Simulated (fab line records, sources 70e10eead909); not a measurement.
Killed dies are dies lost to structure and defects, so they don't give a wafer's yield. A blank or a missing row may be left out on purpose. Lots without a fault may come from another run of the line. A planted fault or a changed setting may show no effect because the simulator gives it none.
A struck lot beside a sound one | flow nand_harc | 43 steps out of a route of 1302
Sound: wafers L155.1, L155.2, L155.4. Struck: wafer L160.5. (L160.2, L160.4 of the same lot were not struck and are left out.) The cause comes at the end.
At each step with rows: each side's tool, then ch and its chambers, then its first start. Under that, the readings that differ: sound wafers | struck wafers | difference of the means | sigmas: that difference in standard deviations of wafers without a fault.
alike: readings whose means differ by less than 2 such deviations, and words and numbers that are the same on both sides. not compared: withheld readings, readings that some wafer has no value for, bounds like >300 that may hide the same value, and numbers for which the record gives no deviation and whose values overlap.
The two part at a step that has a row with sigmas, a row that says differs or no value, or rows on one side only. Numbers that don't overlap but have no deviation are shown without sigmas and don't part them. A reading that every wafer of one side lacks parts them only if that side has two wafers or more.

NHARC_A_ONON_D2_THK_MEAS_21: measures by ellipsometry.
  sound on film_metro-02, day 15 10:22; struck on film_metro-02, day 17 13:08
  alike: thk_nm
then, 1 step without rows for these wafers: NHARC_A_ONON_D2_DEP_22 (target thk 1000 nm).
NHARC_A_ONON_D2_THK_MEAS_24: measures by ellipsometry.
  sound on film_metro-02, day 15 10:56; struck on film_metro-01, day 17 13:42
  alike: thk_nm
then, 1 step without rows for these wafers: NHARC_A_ONON_D2_DEP_25 (target thk 1000 nm).
NHARC_A_ONON_D2_THK_MEAS_27: measures by ellipsometry.
  sound on film_metro-01, day 15 11:30; struck on film_metro-01, day 17 14:16
  reading     | sound       | struck | difference | sigmas
  thk_nm (nm) | 985 986 986 | 1004   | +18        | +2
then, 1 step without rows for these wafers: NHARC_A_ONON_D2_DEP_28 (target thk 1000 nm).
NHARC_A_ONON_D2_THK_MEAS_30: measures by ellipsometry.
  sound on film_metro-01, day 15 12:04; struck on film_metro-02, day 17 14:50
  alike: thk_nm
then, 1 step without rows for these wafers: NHARC_A_ONON_D2_DEP_33 (deposits SiO2, target thk 200 nm).
NHARC_A_ONON_D2_THK_MEAS_34: measures by ellipsometry.
  sound on film_metro-01, day 15 12:37; struck on film_metro-02, day 17 15:20
  alike: thk_nm
NHARC_A_ONON_D2_INSPECT_32:
  sound on defect_inspect-02, day 15 12:43; struck on defect_inspect-01, day 17 15:24
  reading          | sound       | struck | difference | sigmas
  raw_defect_count | 672 480 517 | 243    | -313       | -3
then, 1 step without rows for these wafers: NHARC_A_CHANNEL_HOLE_D2_DEP_00 (deposits aC, target thk 3100 nm).
NHARC_A_CHANNEL_HOLE_D2_DEP_01: deposits SiON, target thk 140 nm.
  sound on pecvd-02 ch 0,2, day 15 15:53; struck on pecvd-03 ch 2, day 17 17:28
  alike: heater_power_w
then, 10 steps without rows for these wafers: NHARC_A_CHANNEL_HOLE_D2_DEHYDRATE_02 (time 120 s); NHARC_A_CHANNEL_HOLE_D2_HMDS_03 (time 30 s); NHARC_A_CHANNEL_HOLE_D2_COAT_36 (time 75 s); NHARC_A_CHANNEL_HOLE_D2_COAT_37 (time 65 s); NHARC_A_CHANNEL_HOLE_D2_COAT_04 (resist thk 90 nm); NHARC_A_CHANNEL_HOLE_D2_SOFTBAKE_05 (time 55 s); NHARC_A_CHANNEL_HOLE_D2_EBR_06; NHARC_A_CHANNEL_HOLE_D2_EXPOSE_07 (exposes mask HOLE D2, target cd 100 nm); NHARC_A_CHANNEL_HOLE_D2_PEB_08 (peb time 65 s); NHARC_A_CHANNEL_HOLE_D2_DEVELOP_09 (develop time 35 s).
NHARC_A_CHANNEL_HOLE_D2_CD_MEAS_10: target cd 100 nm.
  sound on cd_sem-03 ch 0, day 15 16:36; struck on cd_sem-02 ch 0, day 17 18:07
  alike: cd_nm
NHARC_A_CHANNEL_HOLE_D2_OVL_MEAS_11:
  sound on overlay-02, day 15 16:41; struck on overlay-02, day 17 18:13
  alike: overlay_x_nm, overlay_y_nm
NHARC_A_CHANNEL_HOLE_D2_INSPECT_12:
  sound on defect_inspect-02, day 15 16:44; struck on defect_inspect-02, day 17 18:14
  reading          | sound | struck | difference | sigmas
  raw_defect_count | 8 2 7 | 349    | +343       | +15
NHARC_A_CHANNEL_HOLE_D2_DESCUM_15: chemistry O2, time 3 s.
  sound on rie_diel-07 ch 0,2,3, day 15 16:47; struck on rie_diel-13 ch 1, day 17 18:19
  alike: drypump_motor_current_A, oes_product_au, rf_vpp_V, showerhead_plenum_p_Torr, throttle_valve_pct
  not compared: rf_hours_counter_h
then, 4 steps without rows for these wafers: NHARC_A_CHANNEL_HOLE_D2_ETCH_38 (etches the open film in CF4, target depth 39 nm, time 65 s); NHARC_A_CHANNEL_HOLE_D2_ETCH_39 (etches the open film in N2/H2, target depth 260 nm, time 325 s); NHARC_A_CHANNEL_HOLE_D2_ETCH_34 (etches the open film in CF4/CHF3, target depth 154 nm, time 77 s); NHARC_A_CHANNEL_HOLE_D2_ETCH_16 (etches the open film in O2/COS, target depth 3100 nm, time 806 s).
NHARC_A_CHANNEL_HOLE_D2_CD_MEAS_18:
  sound on cd_sem-02, day 15 17:54; struck on cd_sem-02, day 17 19:25
  alike: cd_nm
then, 1 step without rows for these wafers: NHARC_A_CHANNEL_HOLE_D2_ETCH_19 (etches the open film in C4F8/O2/Ar, time 34.5 s).
NHARC_A_CHANNEL_HOLE_D2_ETCH_20: etches the open film in C4F8/O2/Ar, time 361.9 s, target depth 1600 nm.
  sound on har_etch-02 ch 0,1, day 15 18:05; struck on har_etch-02 ch 1, day 17 21:14
  alike: drypump_motor_current_A, showerhead_plenum_p_Torr, throttle_valve_pct
  not compared: rf_hours_counter_h
then, 1 step without rows for these wafers: NHARC_A_CHANNEL_HOLE_D2_ETCH_21 (etches the open film in C4F8/O2/Ar, time 514.3 s, target depth 1600 nm).
NHARC_A_CHANNEL_HOLE_D2_ETCH_22: etches the open film in C4F8/O2/Ar, time 666.7 s, target depth 1600 nm.
  sound on har_etch-02 ch 0,1, day 15 18:51; struck on har_etch-02 ch 1, day 17 22:02
  alike: drypump_motor_current_A, showerhead_plenum_p_Torr, throttle_valve_pct
  not compared: rf_hours_counter_h
then, 1 step without rows for these wafers: NHARC_A_CHANNEL_HOLE_D2_ETCH_23 (etches the open film in C4F8/O2/Ar, time 819 s, target depth 1600 nm).
NHARC_A_CHANNEL_HOLE_D2_ETCH_24: etches the open film in C4F8/O2/Ar, time 906.2 s, target depth 1500 nm.
  sound on har_etch-02 ch 0,1, day 15 20:07; struck on har_etch-02 ch 1, day 17 23:20
  reading                | sound                | struck | difference | sigmas
  throttle_valve_pct (%) | 32.228 32.223 32.205 | 32.250 | +0.031     | +3
  alike: drypump_motor_current_A, showerhead_plenum_p_Torr
  not compared: rf_hours_counter_h
NHARC_A_CHANNEL_HOLE_D2_ETCH_25: etches the open film in C4F8/O2/Ar, time 1040.2 s, target depth 1500 nm.
  sound on har_etch-02 ch 0,1, day 15 20:53; struck on har_etch-02 ch 1, day 18 00:08
  alike: drypump_motor_current_A, showerhead_plenum_p_Torr, throttle_valve_pct
  not compared: rf_hours_counter_h
then, 3 steps without rows for these wafers: NHARC_A_CHANNEL_HOLE_D2_ETCH_26 (etches the open film in C4F8/O2/Ar, time 224.1 s, target depth 300 nm); NHARC_A_CHANNEL_HOLE_D2_ETCH_27 (etches the open film in C4F8/O2/Ar, time 90 s, target depth 400 nm); NHARC_A_CHANNEL_HOLE_D2_STRIP_41 (strips in N2/H2).
NHARC_A_CHANNEL_HOLE_D2_INSPECT_40:
  sound on defect_inspect-02, day 15 23:42; struck on defect_inspect-02, day 18 02:47
  alike: raw_defect_count
-- the record jumps here: 11 days lie between the struck wafers' starts before and after (it left off in module A_CHANNEL_HOLE_D2 and takes up again in module END, whose first step shown is number 1302 of the route) --
NHARC_END_SORT_01:
  sound on prober-01 ch 0, day 27 03:03; struck on prober-01 ch 0, day 28 20:00
  alike: killed_at_array, killed_at_other, killed_at_periphery, killed_dies, killed_open, killed_short

WHERE THEY PART
First at NHARC_A_ONON_D2_THK_MEAS_27; last, within this record, at NHARC_A_CHANNEL_HOLE_D2_ETCH_24. Later steps at which nothing parts them and some readings are alike: NHARC_A_CHANNEL_HOLE_D2_ETCH_25, NHARC_A_CHANNEL_HOLE_D2_INSPECT_40, NHARC_END_SORT_01.

WHY: what the simulator had put in
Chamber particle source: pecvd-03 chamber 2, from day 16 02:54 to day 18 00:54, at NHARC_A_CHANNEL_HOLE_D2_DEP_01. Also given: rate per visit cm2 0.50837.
